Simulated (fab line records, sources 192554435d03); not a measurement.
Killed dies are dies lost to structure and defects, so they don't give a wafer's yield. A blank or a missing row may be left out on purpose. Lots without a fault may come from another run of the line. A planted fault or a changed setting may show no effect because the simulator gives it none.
Which tool did it? | flow n5_finfet | 11 lots, 31 wafers sampled, at 5 steps of a route of 1938

WHAT THE GAUGES READ, wafer by wafer
N5_PASSIVATION_CD_MEAS_10: target cd 3000 nm.
lot  | measured     | on        | cd_nm (nm)
L798 | day 12 18:10 | cd_sem-02 | 3001.2 3002.7 2998.3
L797 | day 12 16:50 | cd_sem-03 | 2998.1 2998.8 2998.3
L799 | day 12 21:06 | cd_sem-03 | 2996.7 2997.5 3001.7
L803 | day 13 14:08 | cd_sem-01 | 3003.4 3006.4 3003.0
L806 | day 14 13:01 | cd_sem-03 | 3005.2 3005.1 3003.2
L809 | day 15 08:53 | cd_sem-02 | 3002.2 3003.7 3000.8
L811 | day 16 08:53 | cd_sem-01 | 3008.0 3003.4
L812 | day 16 16:57 | cd_sem-01 | 2999.2 2999.8
L816 | day 17 03:19 | cd_sem-02 | 3001.6 3001.7 3000.3
L817 | day 17 12:55 | cd_sem-02 | 3001.3 2995.8 3002.6
L819 | day 17 22:44 | cd_sem-02 | 3005.9 3002.7 3003.1

N5_PASSIVATION_OVL_MEAS_63.
lot  | measured     | on         | PAD_OVL (nm)
L798 | day 12 19:56 | overlay-01 | 6 5 -8
L797 | day 12 18:49 | overlay-02 | 15 12 12
L799 | day 12 22:34 | overlay-02 | -9 -6 -3
L803 | day 13 17:07 | overlay-02 | -6 -9 -5
L806 | day 14 14:29 | overlay-02 | 0 -10 -9
L809 | day 15 11:03 | overlay-02 | 237 242 239
L811 | day 16 10:44 | overlay-01 | 239 230
L812 | day 16 18:42 | overlay-02 | 242 240
L816 | day 17 05:07 | overlay-02 | 9 -5 5
L817 | day 17 14:59 | overlay-01 | 5 10 6
L819 | day 18 00:26 | overlay-01 | -2 -2 -6

WHICH TOOL RAN EACH LOT (tool, then ch and the chambers of the sampled wafers, then the start)
lot  | N5_MIM_TOP_ETCH_ETCH_00           | N5_MIM_BOT_ETCH_STRIP_01           | N5_PASSIVATION_EXPOSE_27
L798 | rie_metal-01 ch 0,1, day 12 12:35 | rie_diel-04 ch 0,2,3, day 12 13:44 | krf_scanner-02 ch 0, day 12 19:44
L797 | rie_metal-01 ch 0,1, day 12 13:27 | rie_diel-03 ch 0,1,2, day 12 14:29 | krf_scanner-01 ch 0, day 12 18:36
L799 | rie_metal-02 ch 0,1, day 12 18:20 | rie_diel-02 ch 2,3, day 12 20:10   | krf_scanner-02 ch 0, day 12 22:22
L803 | rie_metal-01 ch 0,1, day 13 11:52 | rie_diel-04 ch 1,2,3, day 13 13:05 | krf_scanner-01 ch 0, day 13 16:55
L806 | rie_metal-01 ch 0, day 14 09:23   | rie_diel-02 ch 0,2, day 14 10:44   | krf_scanner-02 ch 0, day 14 14:17
L809 | rie_metal-03 ch 1, day 15 05:25   | rie_diel-03 ch 1,2,3, day 15 07:03 | krf_scanner-02 ch 0, day 15 10:50
L811 | rie_metal-03 ch 0,1, day 16 01:32 | rie_diel-03 ch 2,3, day 16 02:47   | krf_scanner-02 ch 0, day 16 10:31
L812 | rie_metal-03 ch 0,1, day 16 14:59 | rie_diel-02 ch 0,3, day 16 16:02   | krf_scanner-02 ch 0, day 16 18:30
L816 | rie_metal-01 ch 0,1, day 16 22:59 | rie_diel-04 ch 2,3, day 17 00:35   | krf_scanner-01 ch 0, day 17 04:56
L817 | rie_metal-01 ch 0,1, day 17 09:59 | rie_diel-03 ch 1,2,3, day 17 11:09 | krf_scanner-01 ch 0, day 17 14:47
L819 | rie_metal-02 ch 0,1, day 17 20:40 | rie_diel-02 ch 0,3, day 17 21:39   | krf_scanner-01 ch 0, day 18 00:14
- N5_MIM_TOP_ETCH_ETCH_00: etches TiN in Cl2/BCl3, target depth 38.5 nm.
- N5_MIM_BOT_ETCH_STRIP_01: strips in O2.
- N5_PASSIVATION_EXPOSE_27: exposes mask PAD, defocus 0 nm.

WHAT THE TOOLS THEMSELVES READ (means of the sampled wafers that have a number; where no wafer has one, the mark that the record gives instead)
N5_MIM_TOP_ETCH_ETCH_00.
lot  | tool         | drypump_motor_current_A (A) | he_backside_leak_sccm (sccm) | oes_product_au (a.u.) | throttle_valve_pct (%)
L798 | rie_metal-01 | 5.9                         | 3.38                         | 0.77                  | 23.01
L797 | rie_metal-01 | 5.9                         | 3.21                         | 0.77                  | 23.02
L799 | rie_metal-02 | 5.6                         | 3.46                         | 0.84                  | 22.79
L803 | rie_metal-01 | 5.7                         | 3.24                         | 0.73                  | 23.03
L806 | rie_metal-01 | 5.5                         | 3.29                         | 0.72                  | 23.03
L809 | rie_metal-03 | 6.0                         | 3.10                         | 0.74                  | 23.04
L811 | rie_metal-03 | 6.2                         | 3.25                         | 0.86                  | 22.68
L812 | rie_metal-03 | 6.2                         | 3.35                         | 0.85                  | 22.68
L816 | rie_metal-01 | 5.7                         | 3.14                         | 0.72                  | 23.04
L817 | rie_metal-01 | 6.0                         | 3.24                         | 0.74                  | 23.03
L819 | rie_metal-02 | 5.6                         | 3.35                         | 0.80                  | 22.81

N5_MIM_BOT_ETCH_STRIP_01.
lot  | tool        | drypump_motor_current_A (A) | oes_product_au (a.u.) | rf_vpp_V (V) | showerhead_plenum_p_Torr (Torr) | temp_c (C) | throttle_valve_pct (%)
L798 | rie_diel-04 | 5.8                         | 0.87                  | 3.8          | 2.10                            | 60.02      | 16.42
L797 | rie_diel-03 | 5.6                         | 0.87                  | 4.5          | 2.07                            | 60.03      | 16.48
L799 | rie_diel-02 | 6.0                         | 0.70                  | 3.8          | 2.04                            | 60.14      | 16.69
L803 | rie_diel-04 | 5.9                         | 0.81                  | 4.1          | 2.08                            | 59.92      | 16.57
L806 | rie_diel-02 | 5.9                         | 0.74                  | 4.7          | 2.02                            | 60.22      | 16.68
L809 | rie_diel-03 | 5.7                         | 0.82                  | 3.4          | 2.09                            | 59.97      | 16.62
L811 | rie_diel-03 | 5.4                         | 0.80                  | 3.4          | 2.06                            | 60.02      | 16.62
L812 | rie_diel-02 | 6.1                         | 0.88                  | 2.5          | 2.12                            | 60.04      | 16.39
L816 | rie_diel-04 | 5.8                         | 0.80                  | 3.5          | 2.02                            | 59.90      | 16.53
L817 | rie_diel-03 | 5.7                         | 0.80                  | 2.8          | 2.08                            | 60.04      | 16.67
L819 | rie_diel-02 | 6.2                         | 0.87                  | 4.0          | 2.12                            | 59.98      | 16.31

THE ANSWER, worked out from the rows above alone
Rule: what is usual is taken from the lots themselves. Put in order of their means at a reading, lots are off if they are a third of the lots or fewer, leave a main group of 4 or more, and stand apart from it by a gap of 3 or more times the standard deviation of the main group's means; of several such gaps the widest counts. A main group whose means are all the same, to the digits that the tables above print for the reading, isn't used. A lot without any number at a reading at which 4 lots or more have one is off too. The other lots that the step has rows for count as sound. The gauges are gone through in route order, then the tools' own readings, and for those a lot's mean is taken as printed above. The first step at which some lot is off is used, and at that step the reading that is off furthest; a lot without a number counts as furthest.
Off: L809, L811, L812, at N5_PASSIVATION_OVL_MEAS_63 (PAD_OVL). The main group: mean 0 nm, standard deviation 6.7.
A tool fits if, at a process step before that reading, it ran every lot that is off, and no sound lot after the first of them. The gauges at N5_PASSIVATION_OVL_MEAS_63 are tried like those tools. Can't be told from this: 2 tools fit, rie_metal-03 at N5_MIM_TOP_ETCH_ETCH_00, krf_scanner-02 at N5_PASSIVATION_EXPOSE_27.

WHAT THE SIMULATOR HAD PUT IN
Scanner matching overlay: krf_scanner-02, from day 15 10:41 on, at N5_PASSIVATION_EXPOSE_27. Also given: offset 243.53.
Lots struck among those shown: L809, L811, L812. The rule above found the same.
